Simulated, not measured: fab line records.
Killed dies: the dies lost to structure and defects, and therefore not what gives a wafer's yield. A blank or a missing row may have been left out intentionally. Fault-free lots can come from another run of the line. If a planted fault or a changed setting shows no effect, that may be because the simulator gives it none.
Chamber matching + flow nand harc + NHARC_P_M0_STRIP_18 on rie diel-05: 4 sister chambers
The step strips in N2/H2. 4 wafers are shown with their chamber, then 12 later ones without.

WAFERS WITH THEIR CHAMBER
| wafer  | chamber | showerhead plenum p Torr (Torr) |
|--------|---------|---------------------------------|
| L086.5 | 0       | 1.90                            |
| L087.3 | 3       | 2.10                            |
| L088.2 | 2       | 2.00                            |
| L088.5 | 1       | 2.15                            |

WAFERS WHOSE CHAMBER IS MISSING
| wafer  | showerhead plenum p Torr (Torr) |
|--------|---------------------------------|
| L090.1 | 2.00                            |
| L090.4 | 1.90                            |
| L090.5 | 2.00                            |
| L091.1 | 2.00                            |
| L091.3 | 2.15                            |
| L091.5 | 1.90                            |
| L093.3 | 2.09                            |
| L093.4 | 2.00                            |
| L093.5 | 1.90                            |
| L096.1 | 1.90                            |
| L096.3 | 2.09                            |
| L096.6 | 2.00                            |

WHICH CHAMBER EACH ONE RAN IN
| wafer  | from the rows above | in truth |
|--------|---------------------|----------|
| L090.1 | 2                   | 2        |
| L090.4 | 0                   | 0        |
| L090.5 | 2                   | 2        |
| L091.1 | 2                   | 2        |
| L091.3 | 1                   | 1        |
| L091.5 | 0                   | 0        |
| L093.3 | 3                   | 3        |
| L093.4 | 2                   | 2        |
| L093.5 | 0                   | 0        |
| L096.1 | 0                   | 0        |
| L096.3 | 3                   | 3        |
| L096.6 | 2                   | 2        |
Correct placement for 12 of the 12. Number that these rows cannot place: 0. Placed wrongly: 0.
How it was worked out, from the rows above alone: a wafer's distance from a chamber is the root of the sum, over the readings, of the square of ((its reading less the chamber's mean) divided by the reading's scatter). The wafer belongs to the nearest chamber; if the next one is less than 2 further off, it can't be placed. The mean given for a chamber averages the wafers shown for that chamber. The scatter: root of mean squared gap, hidden wafer to nearest shown wafer, with one shown wafer a chamber.
